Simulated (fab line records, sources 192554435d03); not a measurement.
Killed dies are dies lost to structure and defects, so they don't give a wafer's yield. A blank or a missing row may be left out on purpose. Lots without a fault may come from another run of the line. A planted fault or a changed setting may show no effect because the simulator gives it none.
fab line records | flow n5_finfet
record lots=7 wafers=21
route steps=1938 shown WELL_APT@39 FIN_SAQP@103 DUMMY_GATE@220 SD_EPI_N@268 SDB@348
start_h: hours from the record's first day to the start of the lot's first wafer shown | wait_h: hours since the lot's step before | " the same as in the row above | L1.1+2: a row that stands for several wafers | - no value, or no start given | * or withheld: withheld | < > ~ a bound
route shown NAME@n: a module of which the file shows steps, and the number in the route of the first | usual: mean/standard deviation of fault-free wafers | same: alike in all rows | chamber/n: place in a boat | sites: the reading at each site | _std_site: their standard deviation | _edge_site: outer sites' mean less inner sites' | radius_mm: how far each site lies from the wafer's centre | mask NAME#n: copy n | behind: the tool/chamber that last shaped the wafer | hold: why the lot was held/for how many hours/how that ended | device: the transistor (n, p or np) that didn't switch | end of line: the same wafers' tests at the end of the route | a step without rows: its recipe alone | killed: dies lost to structure and defects at the first sort, not the wafer's yield | map: a wafer's dies, x killed, . not, _ none there
set.NAME: the setting as run; set.NAME@STEP: as run at that earlier step | model.NAME: the simulator's own value behind a step, which no gauge read
lots whose settings were changed on purpose; a table a step, a row a wafer
## steps
# step N5_WELL_APT_EXPOSE_22
# recipe mask_id=PWELL na=0.8 source_shape=conventional sigma_outer=0.8 polarization=unpolarized defocus_nm=0 target_cd_nm=200 dose_mj=23.2
# columns lot.wafer tool chamber start_h wait_h mask set.dose_mj
L076.2+6 krf_scanner-02 0 27.14 - PWELL#0 24.45
L076.3 " 0 " " PWELL#0 23.2
L086.1+5 krf_scanner-01 0 86.75 - PWELL#0 22.17
L086.6 " 0 " " PWELL#0 23.2
L087.1+2+4 krf_scanner-02 0 93.35 - PWELL#0 23.2
L088.1+6 krf_scanner-01 0 99.12 - PWELL#0 21.62
L088.5 " 0 " " PWELL#0 23.2
L089.1+2 krf_scanner-02 0 104.75 - PWELL#0 23.2
L089.3 " 0 " " PWELL#0 22.05
L094.1+3+6 krf_scanner-01 0 134.76 - PWELL#0 23.2
L095.2+3+4 krf_scanner-02 0 141.01 - PWELL#0 23.93
# step N5_WELL_APT_PEB_23
# recipe peb_temp_c=130 peb_time_s=90
# step N5_WELL_APT_DEVELOP_24
# recipe develop_time_s=45 rinse_liquid=surfactant_rinse dry=air_spin dev_temp_c=21
# step N5_WELL_APT_HARDBAKE_29
# recipe temp_c=130 time_s=120
# step N5_WELL_APT_CD_MEAS_25
# recipe target_cd_nm=200 landing_energy_ev=500 detector=se_inlens
# usual cd_nm=201.6/2.5
# columns lot.wafer tool chamber start_h wait_h set.dose_mj@WELL_APT_EXPOSE_22 cd_nm
L076.2 cd_sem-02 0 27.31 - 24.45 210.3
L076.3 " 0 " " 23.2 198.3
L076.6 " 0 " " 24.45 209.9
L086.1 cd_sem-02 0 86.92 - 22.17 187.0
L086.5 " 0 " " 22.17 193.7
L086.6 " 0 " " 23.2 201.4
L087.1 cd_sem-02 0 93.52 - 23.2 205.3
L087.2 " 0 " " 23.2 205.6
L087.4 " 0 " " 23.2 201.4
L088.1 cd_sem-03 0 99.29 - 21.62 186.8
L088.5 " 0 " " 23.2 202.9
L088.6 " 0 " " 21.62 186.6
L089.1 cd_sem-03 0 104.93 - 23.2 202.7
L089.2 " 0 " " 23.2 201.4
L089.3 " 0 " " 22.05 197.2
L094.1 cd_sem-02 0 134.93 - 23.2 201.4
L094.3 " 0 " " 23.2 201.3
L094.6 " 0 " " 23.2 199.8
L095.2 cd_sem-02 0 141.18 - 23.93 202.9
L095.3 " 0 " " 23.93 205.5
L095.4 " 0 " " 23.93 210.1
# step N5_WELL_APT_DESCUM_30
# recipe chemistry=O2 time_s=7.9 source_power_w=50 bias_power_w=20 pressure_mtorr=20 rf_frequency_hz=2.712e+07 temp_c=40 o2_flow_sccm=225
# columns lot.wafer tool chamber start_h wait_h set.time_s set.dose_mj@WELL_APT_EXPOSE_22 model.WELL_APT.cd_nm
L076.2 rie_diel-04 3 27.40 0.0 7.9 24.45 210.6
L076.3 " 0 " " 7.9 23.2 198.7
L076.6 " 2 " " 9.263 24.45 209.7
L086.1 rie_diel-01 0 87.01 0.0 9.316 22.17 187
L086.5 " 3 " " 9.316 22.17 193.5
L086.6 " 1 " " 9.316 23.2 201.7
L087.1 rie_diel-01 3 93.61 0.0 7.9 23.2 204.9
L087.2 " 1 " " 9.42 23.2 205.4
L087.4 " 3 " " 7.9 23.2 201.3
L088.1 rie_diel-02 0 99.38 0.0 6.626 21.62 186.4
L088.5 " 3 " " 6.626 23.2 202.8
L088.6 " 0 " " 7.9 21.62 186.3
L089.1 rie_diel-01 3 105.36 0.4 7.9 23.2 202.3
L089.2 " 1 " " 7.9 23.2 201.4
L089.3 " 0 " " 7.9 22.05 196.9
L094.1 rie_diel-02 1 135.02 0.0 7.9 23.2 201.7
L094.3 " 2 " " 7.9 23.2 200.7
L094.6 " 0 " " 7.9 23.2 200
L095.2 rie_diel-02 3 141.57 0.3 7.9 23.93 202.9
L095.3 " 0 " " 6.804 23.93 205.3
L095.4 " 2 " " 6.804 23.93 209.5
# step N5_FIN_SAQP_COAT_49
# recipe resist=SOC temp_c=250 time_s=60 spin_rpm=1500 resist_thk_nm=100
# columns lot.wafer tool chamber start_h wait_h set.spin_rpm model.SOC_of_FIN_SAQP_COAT_49.thk_nm
L076.2+6 litho_track-02 0 33.73 0.1 1453 101.5
L076.3 " 0 " " 1453 101.4
L086.1 litho_track-04 0 93.94 0.1 1573 97.83
L086.5 " 0 " " 1500 100.1
L086.6 " 0 " " 1573 97.76
L087.1 litho_track-02 0 100.73 0.1 1386 104.2
L087.2 " 0 " " 1500 100.3
L087.4 " 0 " " 1500 99.81
L088.1 litho_track-04 0 105.63 0.1 1381 103.6
L088.5 " 0 " " 1500 99.78
L088.6 " 0 " " 1500 99.6
L089.1 litho_track-01 0 112.44 0.1 1646 95.76
L089.2 " 0 " " 1500 100.2
L089.3 " 0 " " 1500 100.1
L094.1 litho_track-04 0 141.48 0.1 1500 100.2
L094.3 " 0 " " 1500 100
L094.6 " 0 " " 1500 100.4
L095.2 litho_track-04 0 148.46 0.1 1500 100
L095.3 " 0 " " 1397 103.8
L095.4 " 0 " " 1397 103.5
# step N5_DUMMY_GATE_HM_DEP_06
# recipe material=SiNx target_thk_a=800 precursor=DCS/NH3 temp_c=700 pressure_mtorr=300 time_s=5141
# columns lot.wafer tool chamber start_h wait_h set.time_s model.SiNx_of_DUMMY_GATE_HM_DEP_06.thk_nm
L076.2 - - - 0.0 5809 90.6
L076.3 " - " " 5809 90.2
L076.6 " - " " 5809 90.4
L086.1+5 - - - 0.0 5141 80
L086.6 " - " " 5141 79.6
L087.1 - - - 0.0 5541 86.4
L087.2+4 " - " " 5541 86.2
L088.1 - - - 0.0 5141 80.2
L088.5 " - " " 5141 79.8
L088.6 " - " " 5141 80
L089.1 - - - 0.0 5141 79.8
L089.2 " - " " 5141 79.6
L089.3 " - " " 5141 80
L094.1 lpcvd-02 0/65 160.64 0.0 5141 78.6
L094.3+6 " 0/75,0/89 " " 5141 79
L095.2 - - - 0.0 5141 79.6
L095.3 " - " " 5141 79.2
L095.4 " - " " 5141 79.4
# step N5_DUMMY_GATE_EXPOSE_12
# recipe mask_id=GATE na=0.33 source_shape=annular sigma_inner=0.2 sigma_outer=0.6 polarization=unpolarized target_cd_nm=25 dose_mj=34
# columns lot.wafer tool chamber start_h wait_h mask set.dose_mj
L076.2+3+6 euv_scanner-01 0 57.23 - GATE#0 34
L086.1+6 euv_scanner-01 0 122.00 - GATE#0 35.78
L086.5 " 0 " " GATE#0 34
L087.1+2 euv_scanner-01 0 126.14 - GATE#0 32.08
L087.4 " 0 " " GATE#0 34
L088.1+5+6 euv_scanner-02 0 131.87 - GATE#0 34
L089.1+3 euv_scanner-02 0 137.03 - GATE#0 34
L089.2 " 0 " " GATE#0 32.94
L094.1+3+6 euv_scanner-02 0 164.77 - GATE#0 34
L095.2+3 euv_scanner-01 0 173.24 - GATE#0 34.64
L095.4 " 0 " " GATE#0 34
# step N5_DUMMY_GATE_PEB_13
# recipe peb_temp_c=100 peb_time_s=60 resist=CAR-EUV
# step N5_DUMMY_GATE_DEVELOP_14
# recipe develop_time_s=30 developer=TMAH resist=CAR-EUV rinse_liquid=surfactant_rinse dry=air_spin dev_temp_c=23
# step N5_DUMMY_GATE_CD_MEAS_15
# recipe target_cd_nm=25.8 landing_energy_ev=500 detector=se_inlens
# usual cd_nm=25.00/0.28
# columns lot.wafer tool chamber start_h wait_h set.dose_mj@DUMMY_GATE_EXPOSE_12 cd_nm
L076.2 cd_sem-01 0 57.36 - 34 25.30
L076.3 " 0 " " 34 25.38
L076.6 " 0 " " 34 25.25
L086.1 cd_sem-01 0 122.13 - 35.78 24.23
L086.5 " 0 " " 34 24.98
L086.6 " 0 " " 35.78 23.94
L087.1 cd_sem-02 0 126.26 - 32.08 26.58
L087.2 " 0 " " 32.08 26.47
L087.4 " 0 " " 34 25.24
L088.1 cd_sem-03 0 131.99 - 34 25.12
L088.5 " 0 " " 34 24.73
L088.6 " 0 " " 34 24.63
L089.1 cd_sem-03 0 137.15 - 34 24.62
L089.2 " 0 " " 32.94 25.67
L089.3 " 0 " " 34 24.75
L094.1 cd_sem-02 0 164.90 - 34 25.32
L094.3 " 0 " " 34 25.22
L094.6 " 0 " " 34 25.01
L095.2 cd_sem-01 0 173.37 - 34.64 24.58
L095.3 " 0 " " 34.64 24.49
L095.4 " 0 " " 34 24.79
# step N5_SD_EPI_N_PEB_07
# recipe peb_temp_c=110 peb_time_s=60 resist=CAR-ArF-block
# columns lot.wafer tool chamber start_h wait_h set.peb_temp_c
L076.2+3+6 litho_track-05 0 59.69 0.0 110
L086.1+5+6 litho_track-02 0 124.32 0.1 112
L087.1+2 litho_track-05 0 129.15 0.1 110
L087.4 " 0 " " 106.7
L088.1+5+6 litho_track-04 0 134.11 0.1 110
L089.1 litho_track-04 0 139.29 0.1 111.2
L089.2+3 " 0 " " 110
L094.1+3+6 litho_track-02 0 167.98 0.1 110
L095.2+3+4 litho_track-05 0 175.60 0.0 110
# step N5_SD_EPI_N_DEVELOP_08
# recipe develop_time_s=30 developer=TMAH resist=CAR-ArF-block dev_temp_c=23 rinse_liquid=diw dry=air_spin
# step N5_SD_EPI_N_CD_MEAS_09
# recipe target_cd_nm=120 landing_energy_ev=500 detector=se_inlens
# usual cd_nm=120.2/0.78
# columns lot.wafer tool chamber start_h wait_h set.peb_temp_c@SD_EPI_N_PEB_07 cd_nm
L076.2 cd_sem-01 0 59.75 - 110 119.1
L076.3 " 0 " " 110 119.8
L076.6 " 0 " " 110 120.3
L086.1 cd_sem-02 0 124.39 - 112 126.3
L086.5 " 0 " " 112 125.3
L086.6 " 0 " " 112 124.9
L087.1 cd_sem-01 0 129.22 - 110 120.3
L087.2 " 0 " " 110 119.4
L087.4 " 0 " " 106.7 111.2
L088.1 cd_sem-03 0 134.18 - 110 119.8
L088.5 " 0 " " 110 119.5
L088.6 " 0 " " 110 120.7
L089.1 cd_sem-01 0 139.36 - 111.2 123.0
L089.2 " 0 " " 110 119.8
L089.3 " 0 " " 110 120.1
L094.1 cd_sem-02 0 168.05 - 110 117.8
L094.3 " 0 " " 110 121.6
L094.6 " 0 " " 110 120.1
L095.2 cd_sem-01 0 175.66 - 110 120.9
L095.3 " 0 " " 110 120.5
L095.4 " 0 " " 110 120.5
# step N5_SD_EPI_N_DESCUM_14
# recipe chemistry=O2 time_s=7.9 source_power_w=50 bias_power_w=20 pressure_mtorr=20 rf_frequency_hz=2.712e+07 temp_c=40 resist=CAR-ArF-block o2_flow_sccm=225
# columns lot.wafer tool chamber start_h wait_h set.peb_temp_c@SD_EPI_N_PEB_07 model.SD_EPI_N.cd_nm
L076.2 rie_diel-04 2 59.84 0.0 110 119.2
L076.3 " 0 " " 110 119.8
L076.6 " 0 " " 110 120.4
L086.1 rie_diel-04 0 124.47 0.0 112 126.6
L086.5+6 " 1,0 " " 112 125.2
L087.1 rie_diel-04 1 129.31 0.0 110 120.4
L087.2 " 0 " " 110 119.2
L087.4 " 3 " " 106.7 111.4
L088.1 rie_diel-04 1 134.27 0.0 110 119.6
L088.5 " 1 " " 110 119.4
L088.6 " 2 " " 110 120.6
L089.1 rie_diel-04 3 139.45 0.0 111.2 122.8
L089.2+3 " 2,0 " " 110 120
L094.1 rie_diel-01 3 168.14 0.0 110 118.6
L094.3 " 0 " " 110 121
L094.6 " 1 " " 110 119.8
L095.2 rie_diel-04 2 175.79 0.1 110 121
L095.3 " 2 " " 110 120.2
L095.4 " 3 " " 110 120.8
# step N5_SD_EPI_N_ETCH_34
# recipe chemistry=CF4 target=SiARC target_depth_a=455 mask_material=CAR-ArF-block time_s=75.8 ion_energy_ev=80 pressure_mtorr=40 source_w=545 bias_w=36 Ar_flow_sccm=100 cf4_flow_sccm=100 ends=cleared
# step N5_SD_EPI_N_ETCH_35
# recipe chemistry=N2/H2 target=SOC overetch_a=1080 mask_material=SiARC temp_c=40 ion_energy_ev=100 source_w=3000 bias_w=133 pressure_mtorr=20 time_s=486 n2_flow_sccm=200 h2_flow_sccm=200
# columns lot.wafer tool chamber start_h wait_h set.peb_temp_c@SD_EPI_N_PEB_07 model.SD_EPI_N.cd_nm
L076.2 rie_diel-04 2 59.93 0.0 110 118.6
L076.3 " 0 " " 110 121
L076.6 " 0 " " 110 122
L086.1 rie_diel-04 0 124.56 0.0 112 127
L086.5 " 1 " " 112 124.6
L086.6 " 0 " " 112 125.8
L087.1 rie_diel-04 1 129.40 0.0 110 119.6
L087.2 " 0 " " 110 119
L087.4 " 3 " " 106.7 110.2
L088.1 rie_diel-04 1 134.36 0.0 110 119.2
L088.5+6 " 1,2 " " 110 118.6
L089.1 rie_diel-04 3 139.54 0.0 111.2 121.6
L089.2 " 2 " " 110 118.2
L089.3 " 0 " " 110 121.2
L094.1 rie_diel-01 3 168.23 0.0 110 119
L094.3 " 0 " " 110 121.2
L094.6 " 1 " " 110 118.8
L095.2+4 rie_diel-04 2,3 175.93 0.1 110 120.2
L095.3 " 2 " " 110 119.8
# step N5_SDB_COAT_03
# recipe resist=SOC temp_c=250 time_s=60 spin_rpm=1500 resist_thk_nm=100
# columns lot.wafer tool chamber start_h wait_h set.spin_rpm model.SOC_of_SDB_COAT_03.thk_nm
L076.2 litho_track-02 0 75.14 0.1 1500 100.2
L076.3+6 " 0 " " 1500 100
L086.1 litho_track-04 0 141.69 0.1 1500 99.6
L086.5 " 0 " " 1580 97
L086.6 " 0 " " 1500 99.4
L087.1+4 litho_track-04 0 146.90 0.1 1632 95.8
L087.2 " 0 " " 1500 100
L088.1+5+6 litho_track-02 0 150.65 0.1 1500 100
L089.1 litho_track-01 0 155.45 0.1 1500 100.4
L089.2 " 0 " " 1556 98.4
L089.3 " 0 " " 1556 98.6
L094.1+3 litho_track-04 0 184.43 0.1 1500 100.2
L094.6 " 0 " " 1500 100.4
L095.2 litho_track-04 0 192.77 0.1 1600 97
L095.3 " 0 " " 1600 96.8
L095.4 " 0 " " 1500 100.4
# step N5_SDB_EXPOSE_08
# recipe mask_id=SDB na=1.35 source_shape=conventional sigma_outer=0.5 polarization=unpolarized dose_mj=49.6
# columns lot.wafer tool chamber start_h wait_h mask set.dose_mj
L076.2 arfi_scanner-01 0 75.39 - SDB#0 49.6
L076.3+6 " 0 " " SDB#0 50.55
L086.1+5 arfi_scanner-03 0 141.94 - SDB#0 46.35
L086.6 " 0 " " SDB#0 49.6
L087.1+2+4 arfi_scanner-03 0 147.02 - SDB#0 49.6
L088.1+5+6 arfi_scanner-03 0 150.77 - SDB#0 49.6
L089.1+2+3 arfi_scanner-03 0 155.57 - SDB#0 49.6
L094.1+3+6 arfi_scanner-01 0 184.67 - SDB#0 49.6
L095.2 arfi_scanner-02 0 193.02 - SDB#0 49.6
L095.3+4 " 0 " " SDB#0 51.19
# step N5_SDB_PEB_09
# recipe peb_temp_c=withheld peb_time_s=60 resist=CAR-ArF
# step N5_SDB_DEVELOP_10
# recipe develop_time_s=30 developer=TMAH resist=CAR-ArF rinse_liquid=diw dry=air_spin dev_temp_c=23
# step N5_SDB_CD_MEAS_11
# recipe target_cd_nm=50 landing_energy_ev=500 detector=se_inlens polarity=opening
# usual cd_nm=50.3/1.2
# columns lot.wafer tool chamber start_h wait_h set.dose_mj@SDB_EXPOSE_08 cd_nm
L076.2 cd_sem-03 0 75.51 - 49.6 48.0
L076.3 " 0 " " 50.55 53.1
L076.6 " 0 " " 50.55 53.3
L086.1 cd_sem-03 0 142.06 - 46.35 44.0
L086.5 " 0 " " 46.35 43.5
L086.6 " 0 " " 49.6 51.6
L087.1 cd_sem-03 0 147.15 - 49.6 48.4
L087.2 " 0 " " 49.6 50.2
L087.4 " 0 " " 49.6 52.0
L088.1 cd_sem-01 0 150.89 - 49.6 50.1
L088.5 " 0 " " 49.6 48.5
L088.6 " 0 " " 49.6 50.0
L089.1 cd_sem-03 0 155.69 - 49.6 49.8
L089.2 " 0 " " 49.6 51.7
L089.3 " 0 " " 49.6 50.4
L094.1 cd_sem-03 0 184.80 - 49.6 49.5
L094.3 " 0 " " 49.6 49.0
L094.6 " 0 " " 49.6 49.1
L095.2 cd_sem-01 0 193.14 - 49.6 51.7
L095.3 " 0 " " 51.19 54.1
L095.4 " 0 " " 51.19 53.8
# step N5_SDB_DESCUM_16
# recipe chemistry=O2 time_s=7.9 source_power_w=50 bias_power_w=20 pressure_mtorr=20 rf_frequency_hz=2.712e+07 temp_c=40 resist=CAR-ArF o2_flow_sccm=225
# step N5_SDB_ETCH_17
# recipe chemistry=CF4 target=SiARC target_depth_a=234 mask_material=CAR-ArF time_s=39 ion_energy_ev=80 pressure_mtorr=40 source_w=545 bias_w=36 Ar_flow_sccm=100 cf4_flow_sccm=100 ends=cleared
# step N5_SDB_ETCH_18
# recipe chemistry=N2/H2 target=SOC target_depth_a=1000 overetch_a=200 mask_material=SiARC temp_c=40 time_s=150 ion_energy_ev=200 pressure_mtorr=30 source_w=840 bias_w=150 n2_flow_sccm=200 h2_flow_sccm=200
# columns lot.wafer tool chamber start_h wait_h set.spin_rpm@SDB_COAT_03 model.etch.depth_nm
L076.2 rie_diel-04 1 76.01 0.0 1500 100.2
L076.3 " 2 " " 1500 99.96
L076.6 " 0 " " 1500 99.93
L086.1 rie_diel-02 2 142.22 0.0 1500 99.56
L086.5 " 2 " " 1580 97.07
L086.6 " 3 " " 1500 99.48
L087.1+4 rie_diel-01 3 147.30 0.0 1632 95.74
L087.2 " 0 " " 1500 100.1
L088.1 rie_diel-04 1 151.38 0.0 1500 99.91
L088.5 " 3 " " 1500 99.96
L088.6 " 2 " " 1500 99.97
L089.1 rie_diel-04 0 155.85 0.0 1500 100.4
L089.2 " 2 " " 1556 98.35
L089.3 " 1 " " 1556 98.62
L094.1+3 rie_diel-01 3,2 185.57 0.0 1500 100.2
L094.6 " 1 " " 1500 100.3
L095.2 rie_diel-02 2 193.30 0.0 1600 96.91
L095.3 " 1 " " 1600 96.82
L095.4 " 3 " " 1500 100.4
# step N5_SDB_STRIP_19
# recipe chemistry=N2/H2 temp_c=40 n2_flow_sccm=200 h2_flow_sccm=200 rf_frequency_hz=6e+07
# step N5_SDB_STRIP_21
# recipe chemistry=CF4 resist=SiARC power_w=300 bias_power_w=75 pressure_mtorr=50 cf4_flow_sccm=150 rf_frequency_hz=6e+07
# step N5_SDB_HM_OPEN_20
# recipe chemistry=CH3F/O2 target=SiNx mask_material=SOC target_depth_a=240 stop_on=poly-Si over_etch_frac=0.4 ion_energy_ev=120 pressure_mtorr=30 source_w=395 bias_w=73 Ar_flow_sccm=150 CH3F_flow_sccm=30 O2_flow_sccm=20
# columns lot.wafer tool chamber start_h wait_h set.spin_rpm@SDB_COAT_03 model.SOC_of_SDB_COAT_03.thk_nm
L076.2 rie_diel-04 1 76.17 0.0 1500 83.8
L076.3 " 2 " " 1500 83.6
L076.6 " 0 " " 1500 84
L086.1+6 rie_diel-02 2,3 142.38 0.0 1500 83.8
L086.5 " 2 " " 1580 81.6
L087.1+4 rie_diel-01 3 147.46 0.0 1632 80
L087.2 " 0 " " 1500 84.4
L088.1 rie_diel-04 1 151.54 0.0 1500 84.2
L088.5+6 " 3,2 " " 1500 83.6
L089.1 rie_diel-04 0 156.01 0.0 1500 85
L089.2 " 2 " " 1556 82
L089.3 " 1 " " 1556 83
L094.1+6 rie_diel-01 3,1 185.73 0.0 1500 84.4
L094.3 " 2 " " 1500 83.8
L095.2 rie_diel-02 2 193.46 0.0 1600 81
L095.3 " 1 " " 1600 80.6
L095.4 " 3 " " 1500 84.4
# step N5_SDB_STRIP_22
# recipe chemistry=N2/H2 power_w=1000 temp_c=250 h2_frac=0.65 overash_fraction=0.3 pressure_mtorr=withheld n2_flow_sccm=1750 h2_flow_sccm=3250
# usual strip_time_to_endpoint_s=96.2/0.43
# columns lot.wafer tool chamber start_h wait_h set.spin_rpm@SDB_COAT_03 strip_time_to_endpoint_s
L076.2 plasma_asher-02 0 76.25 0.1 1500 96.0
L076.3 " 1 " " 1500 95.8
L076.6 " 0 " " 1500 96.2
L086.1 plasma_asher-02 1 142.46 0.1 1500 96.1
L086.5 " 1 " " 1580 93.9
L086.6 " 0 " " 1500 96.0
L087.1 plasma_asher-02 0 147.54 0.1 1632 92.5
L087.2 " 1 " " 1500 96.5
L087.4 " 0 " " 1632 92.5
L088.1 plasma_asher-02 0 151.62 0.1 1500 96.3
L088.5 " 0 " " 1500 95.8
L088.6 " 1 " " 1500 95.8
L089.1 plasma_asher-02 0 156.09 0.1 1500 97.2
L089.2 " 1 " " 1556 94.2
L089.3 " 1 " " 1556 95.3
L094.1 plasma_asher-01 1 185.81 0.1 1500 96.6
L094.3 " 1 " " 1500 96.1
L094.6 " 1 " " 1500 96.6
L095.2 plasma_asher-02 1 193.54 0.1 1600 93.4
L095.3 " 1 " " 1600 93.0
L095.4 " 0 " " 1500 96.7
## key
split step=N5_WELL_APT_EXPOSE_22 setting=dose_mj stated=23.2 by=wafer
response step=N5_WELL_APT_CD_MEAS_25 reading=cd_nm change=+2.06 per=1% r=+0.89
response step=N5_WELL_APT_DESCUM_30 reading=model.WELL_APT.cd_nm change=+2.08 per=1% r=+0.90
split step=N5_WELL_APT_DESCUM_30 setting=time_s stated=7.9 by=wafer
response none clear
split step=N5_FIN_SAQP_COAT_49 setting=spin_rpm stated=1500 by=wafer
response step=N5_FIN_SAQP_COAT_49 reading=model.SOC_of_FIN_SAQP_COAT_49.thk_nm change=-0.498 per=1% r=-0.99
split step=N5_DUMMY_GATE_HM_DEP_06 setting=time_s stated=5141 by=lot
response step=N5_DUMMY_GATE_HM_DEP_06 reading=model.SiNx_of_DUMMY_GATE_HM_DEP_06.thk_nm change=+0.838 per=1% r=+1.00
split step=N5_DUMMY_GATE_EXPOSE_12 setting=dose_mj stated=34 by=wafer
response step=N5_DUMMY_GATE_CD_MEAS_15 reading=cd_nm change=-0.214 per=1% r=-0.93
split step=N5_SD_EPI_N_PEB_07 setting=peb_temp_c stated=110 by=wafer
response step=N5_SD_EPI_N_CD_MEAS_09 reading=cd_nm change=+2.87 per=1% r=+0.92
response step=N5_SD_EPI_N_DESCUM_14 reading=model.SD_EPI_N.cd_nm change=+2.77 per=1% r=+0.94
response step=N5_SD_EPI_N_ETCH_35 reading=model.SD_EPI_N.cd_nm change=+2.88 per=1% r=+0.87
split step=N5_SDB_COAT_03 setting=spin_rpm stated=1500 by=wafer
response step=N5_SDB_COAT_03 reading=model.SOC_of_SDB_COAT_03.thk_nm change=-0.491 per=1% r=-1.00
response step=N5_SDB_ETCH_18 reading=model.etch.depth_nm change=-0.499 per=1% r=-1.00
response step=N5_SDB_HM_OPEN_20 reading=model.SOC_of_SDB_COAT_03.thk_nm change=-0.51 per=1% r=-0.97
response step=N5_SDB_STRIP_22 reading=strip_time_to_endpoint_s change=* per=1% r=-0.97
split step=N5_SDB_EXPOSE_08 setting=dose_mj stated=49.6 by=wafer
response step=N5_SDB_CD_MEAS_11 reading=cd_nm change=+1.22 per=1% r=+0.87
